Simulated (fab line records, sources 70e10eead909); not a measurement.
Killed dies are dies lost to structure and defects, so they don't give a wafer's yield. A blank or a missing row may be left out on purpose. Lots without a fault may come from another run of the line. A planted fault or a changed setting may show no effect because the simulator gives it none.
Chamber matching | flow nand_harc | NHARC_A_STAIRCASE_DEP_325 on pecvd-04: 3 sister chambers
The step deposits SiO2, target thk 3800 nm. 6 wafers are shown with their chamber, then 11 later ones without.

WAFERS WITH THEIR CHAMBER
wafer  | chamber | heater_power_w (W)
L081.4 | 0       | 669
L084.1 | 1       | 781
L084.4 | 0       | 687
L085.3 | 1       | 713
L085.6 | 2       | 550
L087.1 | 2       | 597

WAFERS WITHOUT THEIR CHAMBER
wafer  | heater_power_w (W)
L087.3 | 842
L087.5 | 626
L091.1 | 725
L091.3 | 846
L091.4 | 692
L092.2 | 685
L092.4 | 607
L092.5 | 594
L095.1 | 657
L095.2 | 697
L095.4 | 606

WHICH CHAMBER EACH WENT THROUGH
wafer  | from the rows above          | in truth
L087.3 | can't be placed: 1 or 0      | 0
L087.5 | can't be placed: 0 or 2 or 1 | 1
L091.1 | can't be placed: 1 or 0      | 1
L091.3 | can't be placed: 1 or 0      | 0
L091.4 | can't be placed: 0 or 1      | 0
L092.2 | can't be placed: 0 or 1      | 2
L092.4 | can't be placed: 2 or 0      | 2
L092.5 | can't be placed: 2 or 0      | 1
L095.1 | can't be placed: 0 or 2 or 1 | 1
L095.2 | can't be placed: 0 or 1      | 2
L095.4 | can't be placed: 2 or 0      | 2
Placed correctly: 0 of 11. Can't be placed from these rows: 11 (the true chamber is among the candidates in 8). Placed wrongly: 0.
How it was worked out, from the rows above alone: a wafer's distance from a chamber is the root of the sum, over the readings, of the square of ((its reading less the chamber's mean) divided by the reading's scatter). The wafer belongs to the nearest chamber; if the next one is less than 2 further off, it can't be placed. A chamber's mean is the mean of its shown wafers. The scatter: the root of (the sum of the squares of (reading less its chamber's mean) over the shown wafers, divided by (wafers less chambers)).
